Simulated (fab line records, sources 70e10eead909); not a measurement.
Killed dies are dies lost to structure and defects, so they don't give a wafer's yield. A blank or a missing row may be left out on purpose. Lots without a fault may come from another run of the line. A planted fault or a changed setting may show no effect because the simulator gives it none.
Chamber matching | flow nand_harc | NHARC_A_CHANNEL_FILL_D1_ALD_16 on ald_hk-02: 4 sister chambers
The step deposits SiO2, target thk 1.5 nm, pulse time 10 s, ald cycles 15. 4 wafers are shown with their chamber, then 11 later ones without.

WAFERS WITH THEIR CHAMBER
wafer  | chamber | heater_power_w (W)
L087.2 | 3       | 427
L087.3 | 1       | 434
L087.4 | 0       | 510
L094.1 | 2       | 497

WAFERS WITHOUT THEIR CHAMBER
wafer  | heater_power_w (W)
L094.3 | 454
L094.5 | 497
L095.1 | 452
L095.4 | 426
L095.6 | 427
L096.1 | 441
L096.5 | 481
L096.6 | 430
L097.2 | 495
L097.4 | 446
L097.5 | 450

WHICH CHAMBER EACH WENT THROUGH
wafer  | from the rows above     | in truth
L094.3 | can't be placed: 1 or 3 | 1
L094.5 | can't be placed: 2 or 0 | 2
L095.1 | can't be placed: 1 or 3 | 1
L095.4 | can't be placed: 3 or 1 | 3
L095.6 | can't be placed: 3 or 1 | 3
L096.1 | can't be placed: 1 or 3 | 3
L096.5 | can't be placed: 2 or 0 | 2
L096.6 | can't be placed: 3 or 1 | 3
L097.2 | can't be placed: 2 or 0 | 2
L097.4 | can't be placed: 1 or 3 | 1
L097.5 | can't be placed: 1 or 3 | 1
Placed correctly: 0 of 11. Can't be placed from these rows: 11 (the true chamber is among the candidates in 11). Placed wrongly: 0.
How it was worked out, from the rows above alone: a wafer's distance from a chamber is the root of the sum, over the readings, of the square of ((its reading less the chamber's mean) divided by the reading's scatter). The wafer belongs to the nearest chamber; if the next one is less than 2 further off, it can't be placed. A chamber's mean is the mean of its shown wafers. The scatter: with one shown wafer a chamber, the root of the mean of the squares of how far each hidden wafer lies from its nearest shown one.
